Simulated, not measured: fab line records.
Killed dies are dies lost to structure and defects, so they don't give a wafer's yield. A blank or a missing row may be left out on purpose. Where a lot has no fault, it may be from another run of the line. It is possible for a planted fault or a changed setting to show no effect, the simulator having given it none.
fab line records	flow nandHarc
record: lots: 7	wafers: 21	lastDay: 32
route steps=1302 shown P_BONDPAD@366 END@1302
lots with no fault: from the same line, run without faults
startH: start of the lot's first displayed wafer, in hours after the record's first day	waitH: time in hours since the lot's previous step	" the same as in the row above	L1.1+2: several wafers, shown together as one row	- no value present, or no start provided	* or withheld: withheld	< > ~ a bound
route shown NAME@n: names a module that has steps shown in the file, with the first one's number in the route	usual: mean/standard deviation taken from wafers without a fault	same: alike in all rows	chamber/n: place in a boat	sites: each site's reading	_std_site: standard deviation of those values	_edge_site: inner sites' mean taken away from outer sites' mean	radiusMm: for every site, how far away it sits from the centre of the wafer	mask NAME#n: copy n	behind: the most recent tool/chamber to have shaped the wafer	hold: why the lot was held/for how many hours/how that ended	device: the n, p or np transistor that did not switch	end of line: the tests these same wafers got at the end of their route	where a step has no rows: the recipe by itself	killed: dies that structure and defects cost at the first sort, which is not the same as the wafer's yield	map: the dies of a wafer, with x for killed, . for not killed, _ for no die there
set.NAME: the setting that was run; set.NAME@STEP: the one run at that earlier step	model.NAME: the simulator's own value behind a step, which no gauge read
lots at some steps of the route; a table a step, a row a wafer
services: from which hour (startH, from the record's first day; less than 0 if before it) a tool's chamber was out of use, for how many hours, and why
== steps ==
step: NHARC_P_BONDPAD_HARDBAKE_10
recipe: tempC: 118	timeS: 65
step: NHARC_P_BONDPAD_DESCUM_11
recipe: timeS: 3	o2FlowSccm: 200	arFlowSccm: 0	biasPowerW: 0	chemistry: O2
step: NHARC_P_BONDPAD_ETCH_37
recipe: targetDepthA: 600	overetchA: 180	timeS: 65.91	ionEnergyEv: 200	n2FlowSccm: 150	h2FlowSccm: 150	arFlowSccm: 0	rfW: 400	biasW: 150	chemistry: N2/H2
step: NHARC_P_BONDPAD_ETCH_12
recipe: targetDepthA: 2000	timeS: 100	chf3FlowSccm: 50	o2FlowSccm: 10	arFlowSccm: 200	rfW: 500	biasW: 200	chemistry: CHF3/O2
step: NHARC_P_BONDPAD_CD_MEAS_13
usual: cdNm: 498.6/1.5
lot.wafer	tool	chamber	startH	waitH	cdNm
L134.3	cdSem-02	-	133.85	-	501.0
L134.5	"	-	"	"	500.7
L134.6	"	-	"	"	499.8
L147.3	cdSem-03	-	266.07	-	497.8
L147.4	"	-	"	"	501.1
L147.5	"	-	"	"	500.8
L149.3	cdSem-02	-	282.18	-	499.5
L149.4	"	-	"	"	498.9
L149.5	"	-	"	"	497.9
L148.2	cdSem-03	-	283.06	-	500.4
L148.3	"	-	"	"	496.8
L148.6	"	-	"	"	499.7
L152.1	cdSem-02	-	311.97	-	499.6
L152.3	"	-	"	"	498.5
L152.5	"	-	"	"	497.5
L154.2	cdSem-02	-	334.62	-	500.4
L154.3	"	-	"	"	501.5
L154.6	"	-	"	"	500.8
L155.1	cdSem-03	-	345.63	-	497.6
L155.3	"	-	"	"	496.9
L155.6	"	-	"	"	498.4
step: NHARC_P_BONDPAD_STRIP_15
recipe: o2FlowSccm: 500	arFlowSccm: 0	biasW: 0	chemistry: O2
step: NHARC_P_BONDPAD_ETCH_24
recipe: targetDepthA: 300	overEtchFrac: 0.3	timeS: 72.99	ionEnergyEv: 150	cf4FlowSccm: 50	n2FlowSccm: 100	arFlowSccm: 150	rfW: 300	biasW: 100	chemistry: CF4/N2
usual: chamberPressureMTorr: 29.997/0.024	drypumpMotorCurrentA: 5.5/0.47	oesProductAu: 1.002/0.007	rfFwdPowerW: 297.5/1.1	rfVppV: 314.4/2	showerheadPlenumPTorr: 2.64/0.11	throttleValvePct: 19.793/0.0091
lot.wafer	tool	chamber	startH	waitH	chamberPressureMTorr	drypumpMotorCurrentA	oesProductAu	rfFwdPowerW	rfHoursCounterH	rfVppV	showerheadPlenumPTorr	throttleValvePct
L134.3	rieDiel-02	0	-	-	29.974	5.2	1.008	296.1	5.0	316.4	2.72	19.784
L134.5	"	2	"	"	29.974	5.7	1.003	299.4	-	312.3	2.52	19.797
L134.6	"	3	"	"	30.036	5.9	1.011	298.1	-	313.6	2.61	19.801
L147.4	rieDiel-11	0	-	-	30.018	5.1	1.010	294.7	0.1	312.6	2.53	19.790
L147.3	"	2	"	"	29.992	5.9	1.006	298.1	0.1	314.8	2.65	19.799
L147.5	"	3	"	"	30.012	6.1	1.000	297.3	-	310.5	2.49	19.793
L149.3	rieDiel-02	3	-	-	29.998	5.9	1.005	297.2	2.5	313.5	2.61	19.785
L149.4	"	1	"	"	29.998	4.9	0.997	297.4	3.3	317.7	2.81	19.793
L149.5	"	2	"	"	29.974	5.7	1.003	297.8	-	312.2	2.51	19.796
L148.2	rieDiel-02	1	-	-	30.007	4.9	0.994	298.4	3.4	317.6	2.81	19.799
L148.3	"	3	"	"	29.998	5.9	1.003	297.8	2.6	315.4	2.61	19.805
L148.6	"	1	"	"	29.967	5.0	1.000	299.5	-	317.1	2.81	19.798
L152.3	rieDiel-02	0	-	-	29.949	5.2	1.003	298.3	4.7	316.3	2.72	19.782
L152.1	"	2	"	"	29.995	5.7	0.991	298.3	4.6	312.6	2.51	19.797
L152.5	"	0	"	"	29.975	5.2	0.997	297.2	-	314.2	2.72	19.799
L154.3	rieDiel-02	0	-	-	30.039	5.2	0.999	296.8	6.2	315.1	2.72	19.792
L154.2	"	2	"	"	29.999	5.7	1.006	297.7	5.8	311.9	2.51	19.779
L154.6	"	1	"	"	30.008	4.9	1.005	298.3	-	317.1	2.81	19.803
L155.1	rieDiel-02	3	-	-	30.011	5.9	0.996	297.9	6.3	313.0	2.61	19.809
L155.3	"	0	"	"	29.995	5.1	1.000	297.7	6.7	316.9	2.72	19.784
L155.6	"	0	"	"	29.969	5.1	1.011	297.0	-	315.2	2.72	19.810
step: NHARC_P_BONDPAD_STRIP_16
recipe: timeS: 600	tempC: 30	chemistry: postEtchResidueRemover
step: NHARC_P_BONDPAD_DEGAS_25
recipe: tempC: 300	timeS: 60
usual: heaterPowerW: 475/51
lot.wafer	tool	chamber	startH	waitH	heaterPowerW
L134.3	pvdSputter-03	-	134.48	-	425
L134.5	"	-	"	"	461
L134.6	"	-	"	"	457
L147.4	pvdSputter-03	-	266.69	-	522
L147.3	"	-	"	"	425
L147.5	"	-	"	"	520
L149.3	pvdSputter-01	-	282.81	-	413
L149.4	"	-	"	"	413
L149.5	"	-	"	"	511
L148.3	pvdSputter-01	-	283.68	-	418
L148.2	"	-	"	"	507
L148.6	"	-	"	"	419
L152.1	pvdSputter-03	-	312.59	-	440
L152.3	"	-	"	"	437
L152.5	"	-	"	"	441
L154.3	pvdSputter-03	-	335.25	-	531
L154.2	"	-	"	"	457
L154.6	"	-	"	"	526
L155.3	pvdSputter-03	-	346.25	-	440
L155.1	"	-	"	"	452
L155.6	"	-	"	"	437
step: NHARC_P_BONDPAD_PRE_CLEAN_26
recipe: timeS: 30	tempC: 280	gas: H2/He
usual: heaterPowerW: 417/46
lot.wafer	tool	chamber	startH	waitH	heaterPowerW
L134.3	pvdSputter-03	-	-	-	383
L134.5	"	-	"	"	399
L134.6	"	-	"	"	403
L147.3	pvdSputter-03	-	-	-	393
L147.4	"	-	"	"	398
L147.5	"	-	"	"	461
L149.4	pvdSputter-01	-	-	-	372
L149.3	"	-	"	"	455
L149.5	"	-	"	"	370
L148.2	pvdSputter-01	-	-	-	473
L148.3	"	-	"	"	376
L148.6	"	-	"	"	495
L152.3	pvdSputter-03	-	-	-	451
L152.1	"	-	"	"	398
L152.5	"	-	"	"	455
L154.3	pvdSputter-03	-	-	-	384
L154.2	"	-	"	"	399
L154.6	"	-	"	"	388
L155.1	pvdSputter-03	-	-	-	391
L155.3	"	-	"	"	387
L155.6	"	-	"	"	385
step: NHARC_P_BONDPAD_PVD_17
recipe: targetThkA: 50	biasV: 168.6	powerW: 15000	chamberPressurePa: 0.12	timeS: 8.06	substrateTempC: 50	material: TaN
usual: throttleValvePct: 29.7/0.77
lot.wafer	tool	chamber	startH	waitH	throttleValvePct
L134.3	pvdSputter-03	-	-	-	29.1
L134.5	"	-	"	"	30.7
L134.6	"	-	"	"	29.2
L147.4	pvdSputter-03	-	-	-	29.5
L147.3	"	-	"	"	31.1
L147.5	"	-	"	"	29.2
L149.4	pvdSputter-01	-	-	-	30.1
L149.3	"	-	"	"	30.2
L149.5	"	-	"	"	29.5
L148.2	pvdSputter-01	-	-	-	28.7
L148.3	"	-	"	"	29.7
L148.6	"	-	"	"	28.4
L152.3	pvdSputter-03	-	-	-	29.9
L152.1	"	-	"	"	29.9
L152.5	"	-	"	"	30.9
L154.2	pvdSputter-03	-	-	-	29.8
L154.3	"	-	"	"	30.1
L154.6	"	-	"	"	29.9
L155.3	pvdSputter-03	-	-	-	29.1
L155.1	"	-	"	"	29.5
L155.6	"	-	"	"	31.0
step: NHARC_P_BONDPAD_PVD_27
recipe: targetThkA: 300	chamberPressurePa: 5	powerW: 5000	substrateTempC: 30	timeS: 20.49	material: Cu
step: NHARC_P_BONDPAD_ECD_18
recipe: targetThkA: 4000	bathTempC: 25	material: Cu
usual: bathHeatDutyPct: 7.1/0.67	bathTempC: 25.00/0.093
lot.wafer	tool	chamber	startH	waitH	bathHeatDutyPct	bathTempC
L134.3	ecdCu-01	0	134.98	-	5.7	25.17
L134.6	"	1	"	"	7.1	25.10
L134.5	"	0	"	"	6.1	25.06
L147.3	ecdCu-02	0	267.15	-	-	-
L147.4	"	1	"	"	-	-
L147.5	"	1	"	"	-	-
L149.3	ecdCu-02	0	283.27	-	-	-
L149.4	"	1	"	"	-	-
L149.5	"	1	"	"	-	-
L148.2	ecdCu-01	1	284.37	-	-	-
L148.3	"	1	"	"	-	-
L148.6	"	0	"	"	-	-
L152.1	ecdCu-02	1	313.00	-	6.7	24.95
L152.3	"	0	"	"	7.8	25.14
L152.5	"	1	"	"	6.8	24.89
L154.2	ecdCu-01	1	335.65	-	6.2	25.09
L154.3	"	0	"	"	6.8	24.88
L154.6	"	1	"	"	7.4	25.10
L155.1	ecdCu-02	1	346.66	-	6.7	24.91
L155.3	"	1	"	"	7.1	25.05
L155.6	"	0	"	"	8.8	25.05
step: NHARC_P_BONDPAD_ANNEAL_28
recipe: tempC: 225	timeS: 90
step: NHARC_P_BONDPAD_CMP_19
recipe: tOverpolishS: 30	cuRecessTouchS: 16	targetThkNm: 160.81
usual: motorCurrentA: 12.4/1.1	overpolishRunS: 30.001/0.0083
lot.wafer	tool	chamber	startH	waitH	motorCurrentA	overpolishRunS
L134.3	cmp-03	2	135.60	-	11.0	30.001
L134.5	"	2	"	"	11.7	29.994
L134.6	"	3	"	"	12.4	29.988
L147.3	cmp-02	0	267.78	-	14.0	29.995
L147.4	"	1	"	"	12.9	30.015
L147.5	"	1	"	"	13.4	29.996
L149.3	cmp-03	2	283.92	-	11.8	30.002
L149.4	"	3	"	"	12.8	30.002
L149.5	"	1	"	"	12.3	30.007
L148.2	cmp-02	1	285.13	-	13.3	30.013
L148.3	"	2	"	"	13.2	30.015
L148.6	"	1	"	"	13.9	29.992
L152.3	cmp-03	2	313.68	-	11.6	30.008
L152.1	"	0	"	"	13.3	29.995
L152.5	"	3	"	"	13.1	29.995
L154.3	cmp-02	3	336.32	-	12.3	30.005
L154.2	"	0	"	"	13.6	30.000
L154.6	"	0	"	"	14.0	30.016
L155.1	cmp-01	0	347.36	-	12.4	30.006
L155.3	"	2	"	"	10.7	30.002
L155.6	"	3	"	"	11.1	29.991
step: NHARC_P_BONDPAD_THK_MEAS_20
recipe: thkMeasGauge: xrf
usual: thkNm: 161.1/1.3
lot.wafer	tool	chamber	startH	waitH	hold	thkNm
L134.3	filmMetro-02	-	135.93	-	-	162.2
L134.5	"	-	"	"	-	159.6
L134.6	"	-	"	"	-	161.1
L147.3	filmMetro-01	-	268.10	-	awaitDispo/0.2h/release	31.8
L147.4	"	-	"	"	awaitDispo/0.2h/release	31.6
L147.5	"	-	"	"	awaitDispo/0.2h/release	29.2
L147.3	filmMetro-01	-	268.27	0.2	-	30.4
L147.4	"	-	"	"	-	31.5
L147.5	"	-	"	"	-	30.8
L149.3	filmMetro-02	-	284.22	-	awaitDispo/0.2h/release	31.1
L149.4	"	-	"	"	awaitDispo/0.2h/release	30.6
L149.5	"	-	"	"	awaitDispo/0.2h/release	31.1
L149.3	filmMetro-02	-	284.40	0.2	-	30.5
L149.4	"	-	"	"	-	30.3
L149.5	"	-	"	"	-	29.4
L148.2	filmMetro-02	-	285.42	-	awaitDispo/0.2h/release	28.0
L148.3	"	-	"	"	awaitDispo/0.2h/release	27.8
L148.6	"	-	"	"	awaitDispo/0.2h/release	28.7
L148.2	filmMetro-02	-	285.59	0.2	-	29.0
L148.3	"	-	"	"	-	31.1
L148.6	"	-	"	"	-	28.6
L152.1	filmMetro-02	-	314.00	-	-	162.9
L152.3	"	-	"	"	-	160.2
L152.5	"	-	"	"	-	159.5
L154.2	filmMetro-02	-	336.65	-	-	161.4
L154.3	"	-	"	"	-	160.8
L154.6	"	-	"	"	-	159.1
L155.1	filmMetro-02	-	347.65	-	-	159.0
L155.3	"	-	"	"	-	162.7
L155.6	"	-	"	"	-	161.9
step: NHARC_END_SORT_01
recipe: tempC: 25
usual: defectLimitedYield: 91/3	killedAtArray: 56/20	killedAtOther: 1/1.3	killedAtPeriphery: 3.5/2.7	killedDies: 60/20	killedOpen: 3.3/1.6	killedShort: 2.4/1.5
same: grossDies: 677
lot.wafer	tool	chamber	startH	waitH	defectLimitedYield[%]	killedAtArray	killedAtOther	killedAtPeriphery	killedDies	killedOpen	killedShort
L152.1	prober-02	0	729.71	2.5	96	21	0	4	25	6	2
L152.3	prober-02	0	731.31	3.1	94	39	0	2	41	3	4
L152.5	prober-02	0	732.92	3.7	95	28	0	3	31	3	4
killed by level:class
L152.1 A_CHANNEL_HOLE_D1:chamberFilmFlake=7 A_STAIRCASE:chamberFilmFlake=6 P_GATE:geometricParticle:open=1 P_M0:geometricParticle:open=1 A_ONON_D2:geometricParticle:open=1 A_STAIRCASE:geometricParticle:open=1 A_SGD_CUT:geometricParticle:short=1 A_WL_FILL:geometricParticle:short=1
L152.3 A_CHANNEL_HOLE_D1:chamberFilmFlake=16 A_STAIRCASE:chamberFilmFlake=4 A_BLC:chamberFilmFlake=4 A_CONTACT:chamberFilmFlake=3 A_BLC:geometricParticle:open=2 A_SLIT:chamberFilmFlake=2 P_STI:geometricParticle:short=1 A_CHANNEL_FILL_D1:geometricParticle:short=1
L152.5 A_CHANNEL_HOLE_D1:chamberFilmFlake=14 P_GATE:chamberFilmFlake=2 A_STAIRCASE:chamberFilmFlake=2 A_SLIT:chamberFilmFlake=2 A_CONTACT:chamberFilmFlake=2 P_GATE:geometricParticle:open=1 A_CHANNEL_FILL_D1:geometricParticle:short=1 A_DECK1_JOINT:geometricParticle:short=1
== services ==
tool	chamber	startH	hours	kind
pvdSputter-01	-	116.01	3.7	repair
cmp-02	-	135.85	4.0	pm
ecdCu-02	-	146.47	0.6	repair
cmp-03	-	149.77	1.7	repair
ecdCu-01	-	160.00	8.0	pm
cmp-03	-	162.00	4.0	pm
pvdSputter-03	-	162.77	5.9	repair
cmp-03	-	167.10	0.5	repair
pvdSputter-03	-	170.00	10.0	pm
rieDiel-02	3	179.11	15.8	repair
ecdCu-01	-	179.54	5.0	repair
ecdCu-02	-	198.08	1.6	repair
rieDiel-02	3	205.51	12.6	repair
pvdSputter-03	-	210.82	1.1	repair
rieDiel-02	-	216.70	9.0	pm
pvdSputter-01	-	226.00	10.0	pm
cmp-02	-	233.85	4.0	pm
cmp-02	-	239.36	3.2	repair
ecdCu-02	-	244.40	8.0	pm
cmp-03	-	252.28	1.6	repair
pvdSputter-03	-	252.93	0.6	repair
cmp-03	-	260.00	4.0	pm
pvdSputter-03	-	290.96	5.5	repair
rieDiel-02	-	309.43	2.4	repair
== key ==
firstSign: step: NHARC_P_BONDPAD_ECD_18	reading: toolRecord	direction: missing
effect: step: NHARC_P_BONDPAD_THK_MEAS_20	reading: visit	direction: added
effect: step: NHARC_P_BONDPAD_THK_MEAS_20	reading: thkNm	direction: down	sigmas: 99+	usual: 161.1	struck: 30.0
metAt NHARC_P_BONDPAD_ECD_18
struckWafers L147.3,L147.4,L147.5,L148.2,L148.3,L148.6,L149.3,L149.4,L149.5
scrappedBehind NHARC_P_BONDPAD_THK_MEAS_20 L147.3,L147.4,L147.5,L148.2,L148.3,L148.6,L149.3,L149.4,L149.5
onsetBetween 134.98 267.15
fault: kind: skippedStepWhole	tool: ecdCu-01,ecdCu-02	chamber: -	onsetH: 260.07	steps: NHARC_P_BONDPAD_ECD_18	scope: struckLotsOnly
